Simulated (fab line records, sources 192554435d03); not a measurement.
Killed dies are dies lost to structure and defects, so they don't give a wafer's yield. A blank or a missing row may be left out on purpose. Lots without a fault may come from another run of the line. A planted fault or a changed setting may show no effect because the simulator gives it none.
fab line records | flow n5_finfet
record lots=11 wafers=30 last_day=17
route steps=1938 shown BEOL_M6@1254 BEOL_M7@1280 PASSIVATION@1936
lots that met no fault: from a run of the same line without faults
start_h: hours from the record's first day to the start of the lot's first wafer shown | wait_h: hours since the lot's step before | " the same as in the row above | L1.1+2: a row that stands for several wafers | - no value, or no start given | * or withheld: withheld | < > ~ a bound
route shown NAME@n: a module of which the file shows steps, and the number in the route of the first | usual: mean/standard deviation of fault-free wafers | same: alike in all rows | chamber/n: place in a boat | sites: the reading at each site | _std_site: their standard deviation | _edge_site: outer sites' mean less inner sites' | radius_mm: how far each site lies from the wafer's centre | mask NAME#n: copy n | behind: the tool/chamber that last shaped the wafer | hold: why the lot was held/for how many hours/how that ended | device: the transistor (n, p or np) that didn't switch | end of line: the same wafers' tests at the end of the route | a step without rows: its recipe alone | killed: dies lost to structure and defects at the first sort, not the wafer's yield | map: a wafer's dies, x killed, . not, _ none there
set.NAME: the setting as run; set.NAME@STEP: as run at that earlier step | model.NAME: the simulator's own value behind a step, which no gauge read
steps of the route over a sample of lots; a table a step, a row a wafer
services: from which hour (start_h, from the record's first day; less than 0 if before it) a tool's chamber was out of use, for how many hours, and why
## steps
# step N5_BEOL_M6_SPUTTER_48
# recipe material=Cu target_thk_a=100 temp_c=-20 bias_v=60 power_w=26000 chamber_pressure_pa=0.13 time_s=1.667
# usual bias_v=59.9/0.61 throttle_valve_pct=29.7/0.94
# columns lot.wafer tool chamber start_h wait_h bias_v throttle_valve_pct
L256.1 pvd_sputter-02 - 186.97 0.1 59.1 30.9
L256.6 " - " " 60.0 31.2
L258.2 pvd_sputter-01 - 199.86 0.1 59.9 29.6
L258.3 " - " " 59.4 29.8
L258.4 " - " " 59.4 27.9
L259.2 pvd_sputter-02 - 204.35 0.1 59.7 29.0
L259.3 " - " " 59.7 29.7
L259.5 " - " " 60.1 29.1
L261.3 pvd_sputter-01 - 212.82 0.6 59.9 28.0
L261.4 " - " " 60.5 30.1
L261.5 " - " " 59.2 28.4
L264.1 pvd_sputter-01 - 222.09 1.2 60.2 30.2
L264.4 " - " " 58.6 29.7
L264.5 " - " " 59.9 30.1
L263.2 pvd_sputter-02 - 223.42 0.1 60.0 31.3
L263.3 " - " " 60.8 29.7
L263.4 " - " " 59.1 29.6
L271.1 pvd_sputter-03 - 268.16 0.1 59.2 29.6
L271.6 " - " " 59.5 31.7
L274.1 pvd_sputter-02 - 286.57 0.1 59.3 31.4
L274.5 " - " " 59.7 31.1
L277.1 pvd_sputter-03 - 311.98 0.1 60.0 29.5
L277.4 " - " " 59.9 28.7
L277.6 " - " " 59.9 28.7
L278.3 pvd_sputter-02 - 312.23 0.1 60.1 29.2
L278.5 " - " " 59.9 31.1
L278.6 " - " " 59.9 29.2
L279.1 pvd_sputter-01 - 319.20 2.9 59.2 28.1
L279.2 " - " " 59.6 30.2
L279.5 " - " " 59.3 28.1
# step N5_BEOL_M6_ANNEAL_51
# recipe temp_c=225 time_s=90 ambient=N2
# usual anneal_temp_c=224.98/0.17 wafer_temp_C_max=226.15/0.29
# columns lot.wafer tool chamber start_h wait_h anneal_temp_c wafer_temp_C_max
L256.1 rtp_anneal-02 0 187.26 0.2 225.11 225.94
L256.6 " 0 " " 224.99 226.62
L258.2 rtp_anneal-01 0 200.12 0.1 224.75 225.90
L258.3 " 0 " " 224.86 225.84
L258.4 " 0 " " 224.81 226.00
L259.2 rtp_anneal-01 0 204.75 0.3 224.84 225.92
L259.3 " 0 " " 225.06 226.37
L259.5 " 0 " " 224.93 226.41
L261.3 rtp_anneal-01 0 213.20 0.2 224.90 226.09
L261.4 " 0 " " 225.18 225.89
L261.5 " 0 " " 224.82 226.22
L264.1 rtp_anneal-02 0 222.30 0.1 224.80 225.81
L264.4 " 0 " " 225.02 226.57
L264.5 " 0 " " 225.05 225.80
L263.2 rtp_anneal-01 0 223.77 0.2 225.07 225.81
L263.3 " 0 " " 224.82 226.07
L263.4 " 0 " " 224.67 226.12
L271.1 rtp_anneal-02 0 269.16 0.9 225.01 226.22
L271.6 " 0 " " 225.18 226.09
L274.1 rtp_anneal-01 0 286.78 0.1 225.02 226.13
L274.5 " 0 " " 224.79 225.84
L277.1 rtp_anneal-02 0 312.28 0.2 225.28 226.15
L277.4 " 0 " " 224.99 226.03
L277.6 " 0 " " 224.97 226.46
L278.3 rtp_anneal-02 0 312.64 0.2 224.91 226.67
L278.5 " 0 " " 224.75 226.59
L278.6 " 0 " " 225.21 226.11
L279.1 rtp_anneal-02 0 319.53 0.2 224.98 225.41
L279.2 " 0 " " 225.11 226.12
L279.5 " 0 " " 225.13 226.18
# step N5_BEOL_M6_RS_MEAS_57
# recipe thk_meas_gauge=four-point-probe reads=Cu_of_BEOL_M6_ECD_50+Co_of_BEOL_M6_CVD_78+TaN_of_BEOL_M6_ALD_77
# usual M6_RS=0.291/0.01
# columns lot.wafer tool chamber start_h wait_h M6_RS[ohm/sq]
L256.1 film_metro-02 - 187.98 0.1 0.287
L256.6 " - " " 0.304
L258.2 film_metro-02 - 200.80 0.1 0.297
L258.3 " - " " 0.300
L258.4 " - " " 0.280
L259.2 film_metro-02 - 205.49 0.1 0.295
L259.3 " - " " 0.292
L259.5 " - " " 0.286
L261.3 film_metro-01 - 213.84 0.1 0.280
L261.4 " - " " 0.295
L261.5 " - " " 0.297
L264.1 film_metro-01 - 223.02 0.1 0.301
L264.4 " - " " 0.309
L264.5 " - " " 0.300
L263.2 film_metro-01 - 224.46 0.1 0.278
L263.3 " - " " 0.267
L263.4 " - " " 0.276
L271.1 film_metro-01 - 269.90 0.1 0.303
L271.6 " - " " 0.288
L274.1 film_metro-01 - 287.53 0.1 0.300
L274.5 " - " " 0.298
L277.1 film_metro-01 - 313.00 0.1 0.304
L277.4 " - " " 0.293
L277.6 " - " " 0.278
L278.3 film_metro-01 - 313.31 0.1 0.290
L278.5 " - " " 0.276
L278.6 " - " " 0.290
L279.1 film_metro-02 - 320.30 0.1 0.307
L279.2 " - " " 0.298
L279.5 " - " " 0.300
# step N5_BEOL_M7_ETCH_61
# recipe chemistry=CF4 target=SiARC target_depth_a=455 mask_material=CAR-ArF time_s=75.8 ion_energy_ev=80 pressure_mtorr=40 source_w=545 bias_w=36 Ar_flow_sccm=100 cf4_flow_sccm=100 ends=cleared
# usual drypump_motor_current_A=5.8/0.5 etch_rf_on_time_s=76.0/1.6 mfc_ar_sccm=99.98/0.29 oes_product_au=0.66/0.07 rf_vpp_V=184.5/1 showerhead_plenum_p_Torr=2.18/0.055 throttle_valve_pct=15.59/0.19
# columns lot.wafer tool chamber start_h wait_h drypump_motor_current_A etch_rf_on_time_s mfc_ar_sccm oes_product_au rf_hours_counter_h rf_vpp_V showerhead_plenum_p_Torr throttle_valve_pct
L256.1 rie_diel-01 0 190.37 0.0 5.8 73.2 100.02 0.78 27 185.3 2.19 15.61
L256.6 " 1 " " 5.9 75.4 99.75 0.73 - 185.6 2.27 15.47
L258.2 rie_diel-02 0 203.35 0.0 5.0 76.1 100.35 0.59 234 184.3 2.20 15.71
L258.3 " 3 " " 5.6 76.4 100.15 0.82 9 184.3 2.28 15.23
L258.4 " 1 " " 5.8 76.6 100.03 0.64 162 184.4 2.13 15.34
L259.2 rie_diel-03 2 208.80 0.0 4.9 76.9 100.14 0.74 20 183.6 2.11 15.41
L259.3 " 0 " " 6.7 78.0 99.51 0.64 128 183.8 2.17 15.66
L259.5 " 1 " " 6.1 77.2 99.66 0.62 - 185.3 2.24 15.82
L261.3 rie_diel-02 3 217.56 0.0 5.6 75.5 100.27 0.81 14 184.9 2.28 15.25
L261.4 " 0 " " 5.1 75.7 100.24 0.59 238 183.8 2.19 15.71
L261.5 " 3 " " 5.6 76.0 100.15 0.80 - 185.8 2.28 15.23
L264.1 rie_diel-03 1 224.72 0.0 6.1 76.5 99.79 0.62 181 185.4 2.24 15.84
L264.4 " 2 " " 4.9 76.7 99.48 0.74 25 182.9 2.11 15.41
L264.5 " 3 " " 6.0 76.2 99.92 0.60 - 185.7 2.20 15.76
L263.2 rie_diel-01 3 226.50 0.0 6.3 76.9 99.64 0.60 201 183.5 2.13 15.72
L263.3 " 1 " " 5.9 74.9 100.21 0.72 61 185.2 2.27 15.50
L263.4 " 0 " " 5.8 72.3 100.50 0.77 35 183.7 2.19 15.61
L271.1 rie_diel-01 2 271.18 0.0 5.7 92.2 99.71 0.54 224 183.8 2.19 15.38
L271.6 " 3 " " 6.3 90.5 99.76 0.56 - 184.7 2.13 15.75
L274.1 rie_diel-01 1 290.03 0.0 5.9 89.7 99.57 0.64 80 184.5 2.26 15.55
L274.5 " 2 " " 5.7 77.3 99.88 0.59 - 184.7 2.19 15.38
L277.1 rie_diel-03 2 315.23 0.0 4.9 77.0 100.07 0.70 55 183.2 2.10 15.49
L277.4 " 0 " " 6.7 78.0 100.29 0.61 161 184.9 2.15 15.72
L277.6 " 1 " " 6.1 77.1 99.89 0.59 - 184.0 2.23 15.89
L278.3 rie_diel-03 2 315.49 0.0 4.9 77.4 100.81 0.70 55 183.4 2.10 15.50
L278.5 " 1 " " 6.1 77.2 100.55 0.60 - 184.7 2.23 15.90
L278.6 " 2 " " 4.9 77.7 100.30 0.70 - 183.1 2.10 15.48
L279.1 rie_diel-03 3 322.41 0.0 5.9 75.9 100.17 0.59 219 184.8 2.19 15.83
L279.2 " 2 " " 4.9 77.2 100.29 0.69 57 185.1 2.10 15.51
L279.5 " 3 " " 5.9 76.6 100.15 0.59 - 184.3 2.19 15.82
# step N5_PASSIVATION_PROBE_49
# usual defect_limited_yield=91.3/1.5 killed_at_M0_to_M3=35/10 killed_at_M4_up=12/4.6 killed_at_contacts=13/6.6 killed_at_front_end=39/11 killed_at_other=4/3.4 killed_dies=103/17 killed_on_rim=14/4.1 killed_open=67/13 killed_short=35/8.2 sort_bin_5_function=5.1/0.94 sort_bin_6_memory=3.2/0.7 sort_bin_8_speed=0.00/0.03 sort_n_pass=1077/17 sort_yield_pct=91.3/1.5
# same gross_dies=1180 killed_at_back_side=0 sort_bin_4_leakage[%]=0
# columns lot.wafer tool chamber start_h wait_h defect_limited_yield[%] killed_at_M0_to_M3 killed_at_M4_up killed_at_contacts killed_at_front_end killed_at_other killed_dies killed_on_rim killed_open killed_short sort_bin_5_function[%] sort_bin_6_memory[%] sort_bin_8_speed[%] sort_n_pass sort_yield_pct[%]
L256.1 prober-02 - 270.63 0.0 90.7 27 18 13 47 5 110 18 68 41 5.2 3.2 0 1070 90.7
L256.6 prober-02 - 270.88 0.3 92.8 29 23 8 21 4 85 15 58 25 4.2 2.5 0 1095 92.8
L258.2 prober-01 - 281.68 0.1 93.4 24 15 6 33 0 78 6 45 33 3.2 3.0 0 1102 93.4
L258.3 prober-01 - 281.73 0.1 91.0 36 14 21 33 2 106 19 68 37 5.3 3.2 0 1074 91.0
L258.4 prober-01 - 281.78 0.2 93.1 34 5 5 35 2 81 9 59 20 4.3 2.3 0 1099 93.1
L259.2 prober-01 - 283.83 0.2 91.3 25 16 28 34 0 103 13 76 25 4.9 3.5 0 1077 91.3
L259.3 prober-01 - 283.88 0.3 92.9 22 13 22 26 1 84 10 60 23 4.3 2.5 0 1096 92.9
L259.5 prober-01 - 283.98 0.4 91.5 48 10 13 25 4 100 11 63 36 5.6 2.5 0 1080 91.5
L261.3 prober-01 - 296.90 0.1 91.8 36 16 6 38 1 97 16 62 34 4.3 3.4 0 1083 91.8
L261.4 prober-01 - 296.95 0.2 91.8 36 14 7 38 2 97 15 55 42 4.3 3.5 0 1083 91.8
L261.5 prober-01 - 297.00 0.2 90.8 33 22 12 38 4 109 13 70 38 5.8 3.1 0 1071 90.8
L263.2 prober-01 - 298.53 0.1 92.1 34 13 9 30 7 93 14 66 26 5.3 2.5 0 1087 92.1
L263.3 prober-01 - 298.58 0.1 91.9 34 11 8 37 6 96 15 67 27 5.4 2.5 0 1084 91.9
L263.4 prober-01 - 298.63 0.2 91.4 28 12 12 47 2 101 10 81 19 5.0 3.3 0 1079 91.4
L264.1 prober-01 - 310.30 0.0 90.3 46 11 20 36 1 114 11 75 39 5.7 3.8 0 1066 90.3
L264.4 prober-01 - 310.45 0.2 90.1 40 10 10 48 9 117 13 74 42 5.9 3.7 0 1063 90.1
L264.5 prober-01 - 310.50 0.2 88.5 49 11 7 61 8 136 13 82 54 6.4 4.5 0 1044 88.5
L271.1 prober-02 - 352.70 0.0 92.6 30 11 18 16 12 87 7 50 37 4.7 2.4 0 1093 92.6
L271.6 prober-02 - 352.95 0.3 91.4 33 8 24 21 15 101 12 67 34 4.8 3.4 0.34 1075 91.1
L274.1 prober-01 - 383.95 0.0 92.6 37 13 2 35 0 87 10 54 32 4.5 2.5 0 1093 92.6
L274.5 prober-01 - 384.15 0.2 90.5 33 12 26 39 2 112 15 72 36 5.4 3.5 0 1068 90.5
L278.3 prober-02 - 397.45 0.1 91.4 36 20 9 30 6 101 13 65 33 5.2 3.1 0 1079 91.4
L278.5 prober-02 - 397.55 0.2 90.8 36 14 14 42 3 109 10 65 44 5.5 3.4 0 1071 90.8
L278.6 prober-02 - 397.60 0.3 88.9 38 15 22 43 13 131 23 85 43 6.9 3.9 0 1049 88.9
L279.1 prober-02 - 404.37 0.0 89.0 45 13 22 42 8 130 15 96 33 6.9 4.2 0 1050 89.0
L279.2 prober-02 - 404.42 0.1 88.7 54 14 26 29 10 133 20 92 40 7.2 3.9 0 1047 88.7
L279.5 prober-02 - 404.57 0.2 89.4 56 14 23 29 3 125 22 78 46 5.8 4.7 0 1055 89.4
L277.1 prober-02 - 406.11 0.0 91.9 46 10 4 31 4 95 8 66 29 5.3 2.6 0 1085 91.9
L277.4 prober-02 - 406.26 0.2 94.9 10 12 15 23 0 60 9 38 21 2.8 2.2 0 1120 94.9
L277.6 prober-02 - 406.36 0.3 93.0 40 6 5 28 4 83 10 53 30 4.0 3.0 0 1097 93.0
# killed by level:class
L256.1 FIN_SAQP:geometric_particle:open=9 MOL_CONTACT_COAG:geometric_particle:open=9 BEOL_M4:geometric_particle:open=8 DUMMY_GATE:geometric_particle:open=7 BEOL_M0_SAQP:geometric_particle:short=7 BEOL_M1:geometric_particle:open=6 STARTING-WAFER:geometric_particle:open=5 BEOL_M0_SAQP:geometric_particle:open=5
L256.6 BEOL_M4:geometric_particle:open=11 BEOL_M3:geometric_particle:open=9 STI_FIN_REVEAL:geometric_particle:open=5 MOL_CONTACT_COAG:geometric_particle:open=5 BEOL_M0_SAQP:geometric_particle:open=5 BEOL_M0_SAQP:geometric_particle:short=4 BEOL_M1:geometric_particle:open=4 BEOL_M8:geometric_particle:open=4
L258.2 BEOL_M2:geometric_particle:open=11 BEOL_M0_SAQP:geometric_particle:short=9 DUMMY_GATE:geometric_particle:open=7 FIN_SAQP:geometric_particle:short=5 GATE_CUT:geometric_particle:short=5 BEOL_M4:geometric_particle:open=5 BEOL_M5:geometric_particle:open=5 STI_FIN_REVEAL:geometric_particle:open=4
L258.3 MOL_CONTACT_COAG:geometric_particle:open=14 STI_FIN_REVEAL:geometric_particle:open=11 BEOL_M0_SAQP:geometric_particle:short=11 BEOL_M0_SAQP:geometric_particle:open=9 BEOL_M4:geometric_particle:open=8 MOL_CONTACT_COAG:geometric_particle:short=7 BEOL_M1:geometric_particle:open=6 BEOL_M3:geometric_particle:open=4
L258.4 STI_FIN_REVEAL:geometric_particle:open=13 BEOL_M0_SAQP:geometric_particle:short=7 BEOL_M0_SAQP:geometric_particle:open=6 BEOL_M3:geometric_particle:open=6 FIN_SAQP:geometric_particle:open=5 MOL_CONTACT_COAG:geometric_particle:open=5 BEOL_M1:geometric_particle:open=4 BEOL_M2:geometric_particle:open=4
L259.2 MOL_CONTACT_COAG:geometric_particle:open=26 FIN_SAQP:geometric_particle:open=6 BEOL_M8:geometric_particle:open=5 STI_FIN_REVEAL:geometric_particle:open=5 BEOL_M1:geometric_particle:open=5 BEOL_M3:geometric_particle:open=5 STARTING-WAFER:geometric_particle:short=5 FIN_SAQP:geometric_particle:short=4
L259.3 MOL_CONTACT_COAG:geometric_particle:open=16 STI_FIN_REVEAL:geometric_particle:open=10 BEOL_M0_SAQP:geometric_particle:short=7 BEOL_M3:geometric_particle:open=7 MOL_CONTACT_COAG:geometric_particle:short=6 BEOL_M0_SAQP:geometric_particle:open=5 BEOL_M5:geometric_particle:open=4 FIN_SAQP:geometric_particle:open=3
L259.5 BEOL_M0_SAQP:geometric_particle:short=12 BEOL_M3:geometric_particle:open=11 MOL_CONTACT_COAG:geometric_particle:open=10 BEOL_M0_SAQP:geometric_particle:open=9 BEOL_M0:geometric_particle:open=6 DUMMY_GATE:geometric_particle:open=5 BEOL_M2:geometric_particle:open=4 STI_FIN_REVEAL:geometric_particle:open=3
L261.3 FIN_SAQP:geometric_particle:open=11 BEOL_M0_SAQP:geometric_particle:open=9 BEOL_M4:geometric_particle:open=7 ILD0:geometric_particle:short=6 BEOL_M1:geometric_particle:open=6 DUMMY_GATE:geometric_particle:open=5 BEOL_M0_SAQP:geometric_particle:short=5 BEOL_M3:geometric_particle:short=5
L261.4 FIN_SAQP:geometric_particle:short=9 BEOL_M0_SAQP:geometric_particle:open=8 FIN_SAQP:geometric_particle:open=7 MOL_CONTACT_COAG:geometric_particle:open=6 BEOL_M1:geometric_particle:open=6 BEOL_M4:geometric_particle:open=6 BEOL_M2:geometric_particle:open=5 BEOL_M2:geometric_particle:short=5
L261.5 FIN_SAQP:geometric_particle:short=11 MOL_CONTACT_COAG:geometric_particle:open=11 STI_FIN_REVEAL:geometric_particle:open=9 BEOL_M3:geometric_particle:open=9 BEOL_M6:geometric_particle:open=9 BEOL_M0_SAQP:geometric_particle:short=6 ILD0:geometric_particle:short=4 BEOL_M0_SAQP:geometric_particle:open=4
L263.2 BEOL_M1:geometric_particle:open=9 STI_FIN_REVEAL:geometric_particle:open=8 MOL_CONTACT_COAG:geometric_particle:open=8 BEOL_M4:geometric_particle:open=7 BEOL_M0_SAQP:geometric_particle:open=6 BEOL_M2:geometric_particle:open=5 FIN_SAQP:geometric_particle:open=4 DUMMY_GATE:geometric_particle:open=4
L263.3 DUMMY_GATE:geometric_particle:open=13 BEOL_M1:geometric_particle:open=12 MOL_CONTACT_COAG:geometric_particle:open=6 BEOL_M0_SAQP:geometric_particle:open=6 FIN_SAQP:geometric_particle:open=5 BEOL_M2:geometric_particle:open=5 FIN_SAQP:geometric_particle:short=3 GATE_CUT:geometric_particle:short=3
L263.4 STI_FIN_REVEAL:geometric_particle:open=16 FIN_SAQP:geometric_particle:open=15 MOL_CONTACT_COAG:geometric_particle:open=12 BEOL_M1:geometric_particle:open=7 BEOL_M3:geometric_particle:open=7 BEOL_M4:geometric_particle:open=5 BEOL_M0_SAQP:geometric_particle:short=4 BEOL_M2:geometric_particle:open=4
L264.1 MOL_CONTACT_COAG:geometric_particle:open=12 BEOL_M2:geometric_particle:open=12 FIN_SAQP:geometric_particle:open=11 MOL_CONTACT_COAG:geometric_particle:short=8 STI_FIN_REVEAL:geometric_particle:open=7 BEOL_M1:geometric_particle:open=7 BEOL_M0_SAQP:geometric_particle:short=6 BEOL_M0_SAQP:geometric_particle:open=6
L264.4 STI_FIN_REVEAL:geometric_particle:open=13 BEOL_M0_SAQP:geometric_particle:open=13 BEOL_M0_SAQP:geometric_particle:short=11 FIN_SAQP:geometric_particle:open=9 MOL_CONTACT_COAG:geometric_particle:open=9 GATE_CUT:geometric_particle:short=6 BEOL_M3:geometric_particle:open=6 BEOL_M4:geometric_particle:open=6
L264.5 STI_FIN_REVEAL:geometric_particle:open=18 BEOL_M2:geometric_particle:open=12 GATE_CUT:geometric_particle:short=10 FIN_SAQP:geometric_particle:open=9 FIN_SAQP:geometric_particle:short=9 BEOL_M1:geometric_particle:open=9 BEOL_M0_SAQP:geometric_particle:open=6 MOL_CONTACT_COAG:geometric_particle:open=6
L271.1 MOL_CONTACT_COAG:geometric_particle:open=13 BEOL_M0:geometric_particle:open=7 BEOL_M0:geometric_particle:short=5 MOL_CONTACT_COAG:geometric_particle:short=5 BEOL_M0_SAQP:geometric_particle:short=5 BEOL_M2:geometric_particle:open=4 MIM_TOP:geometric_particle:short=4 GATE_CUT:geometric_particle:short=3
L271.6 MOL_CONTACT_COAG:geometric_particle:open=19 BEOL_M3:geometric_particle:open=10 MOL_CONTACT_COAG:geometric_particle:short=5 BEOL_M0_SAQP:geometric_particle:open=5 PASS1_CAP:geometric_particle:short=5 GATE_CUT:geometric_particle:open=4 BEOL_M3:geometric_particle:short=4 MIM_TOP_ETCH:geometric_particle:open=4
L274.1 STI_FIN_REVEAL:geometric_particle:open=11 BEOL_M4:geometric_particle:open=8 BEOL_M0_SAQP:geometric_particle:short=8 BEOL_M0_SAQP:geometric_particle:open=7 BEOL_M3:geometric_particle:open=7 BEOL_M3:geometric_particle:short=7 DUMMY_GATE:geometric_particle:open=4 BEOL_M1:geometric_particle:open=4
L274.5 MOL_CONTACT_COAG:geometric_particle:open=22 BEOL_M0_SAQP:geometric_particle:short=12 DUMMY_GATE:geometric_particle:open=8 STI_FIN_REVEAL:geometric_particle:open=7 BEOL_M1:geometric_particle:open=7 ILD0:geometric_particle:open=4 MOL_CONTACT_COAG:geometric_particle:short=4 BEOL_M0_SAQP:geometric_particle:open=4
L278.3 BEOL_M2:geometric_particle:open=15 GATE_CUT:geometric_particle:short=7 MOL_CONTACT_COAG:geometric_particle:open=7 FIN_SAQP:geometric_particle:open=6 DUMMY_GATE:geometric_particle:open=6 BEOL_M0_SAQP:geometric_particle:open=6 BEOL_M0_SAQP:geometric_particle:short=5 BEOL_M8:geometric_particle:open=5
L278.5 GATE_CUT:geometric_particle:short=12 BEOL_M4:geometric_particle:open=12 MOL_CONTACT_COAG:geometric_particle:open=9 BEOL_M0_SAQP:geometric_particle:short=9 DUMMY_GATE:geometric_particle:open=7 BEOL_M0_SAQP:geometric_particle:open=6 BEOL_M2:geometric_particle:open=6 MOL_CONTACT_COAG:geometric_particle:short=5
L278.6 MOL_CONTACT_COAG:geometric_particle:open=15 FIN_SAQP:geometric_particle:open=12 BEOL_M0_SAQP:geometric_particle:open=11 GATE_CUT:geometric_particle:short=8 BEOL_M0_SAQP:geometric_particle:short=8 MOL_CONTACT_COAG:geometric_particle:short=7 BEOL_M1:geometric_particle:open=7 DUMMY_GATE:geometric_particle:open=6
L279.1 MOL_CONTACT_COAG:geometric_particle:open=17 FIN_SAQP:geometric_particle:open=14 BEOL_M4:geometric_particle:open=7 BEOL_M1:geometric_particle:open=7 BEOL_M2:geometric_particle:open=7 DUMMY_GATE:geometric_particle:open=6 BEOL_M3:geometric_particle:open=6 BEOL_M0_SAQP:geometric_particle:short=6
L279.2 MOL_CONTACT_COAG:geometric_particle:open=22 BEOL_M2:geometric_particle:open=14 BEOL_M0_SAQP:geometric_particle:short=14 FIN_SAQP:geometric_particle:open=13 BEOL_M0_SAQP:geometric_particle:open=10 BEOL_M0:geometric_particle:open=5 BEOL_M3:geometric_particle:open=5 FIN_SAQP:geometric_particle:short=4
L279.5 MOL_CONTACT_COAG:geometric_particle:open=19 BEOL_M0_SAQP:geometric_particle:open=19 BEOL_M0_SAQP:geometric_particle:short=16 BEOL_M2:geometric_particle:open=9 FIN_SAQP:geometric_particle:short=8 GATE_CUT:geometric_particle:short=8 FIN_SAQP:geometric_particle:open=4 MOL_CONTACT_COAG:geometric_particle:short=4
L277.1 BEOL_M2:geometric_particle:open=11 FIN_SAQP:geometric_particle:short=10 BEOL_M0_SAQP:geometric_particle:open=10 FIN_SAQP:geometric_particle:open=8 BEOL_M3:geometric_particle:open=8 BEOL_M0_SAQP:geometric_particle:short=6 STI_FIN_REVEAL:geometric_particle:open=4 MOL_CONTACT_COAG:geometric_particle:open=4
L277.4 MOL_CONTACT_COAG:geometric_particle:open=11 FIN_SAQP:geometric_particle:open=6 FIN_SAQP:geometric_particle:short=4 MOL_CONTACT_COAG:geometric_particle:short=4 BEOL_M4:geometric_particle:open=4 STI_FIN_REVEAL:geometric_particle:open=3 GATE_CUT:geometric_particle:short=3 BEOL_M0_SAQP:geometric_particle:open=3
L277.6 BEOL_M0_SAQP:geometric_particle:open=11 BEOL_M0_SAQP:geometric_particle:short=10 FIN_SAQP:geometric_particle:short=9 STI_FIN_REVEAL:geometric_particle:open=9 BEOL_M2:geometric_particle:open=8 BEOL_M3:geometric_particle:open=6 MOL_CONTACT_COAG:geometric_particle:open=5 BEOL_M1:geometric_particle:open=4
## services
# columns tool chamber start_h hours kind
rie_diel-03 - 172.67 0.3 repair
rie_diel-03 1 193.13 8.5 repair
rie_diel-03 - 236.51 0.3 repair
rie_diel-02 2 244.08 21.0 repair
rie_diel-03 0 253.64 2.0 repair
rie_diel-02 0 254.95 14.4 repair
rie_diel-02 3 282.57 1.5 repair
rie_diel-03 3 285.32 6.0 repair
rie_diel-01 - 290.73 2.8 pm
rie_diel-01 2 293.58 40.7 repair
pvd_sputter-02 - 316.01 7.5 repair
## key
first_sign step=N5_BEOL_M7_ETCH_61 reading=etch_rf_on_time_s direction=up sigmas=9.3 usual=* struck=*
effect none on later readings
met_at N5_BEOL_M7_ETCH_61
struck_lots L271,L274
struck_wafers L271.1,L271.6,L274.1
not_acting_at N5_BEOL_M6_SPUTTER_48,N5_BEOL_M6_ANNEAL_51,N5_BEOL_M6_RS_MEAS_57
onset_between 226.50 271.18
fault kind=process_parameter_drift tool=rie_diel-01 chamber=- onset_h=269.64 steps=N5_BEOL_M7_ETCH_61 channel=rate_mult offset=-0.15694 shape=step end_h=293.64 scope=struck_wafers_only
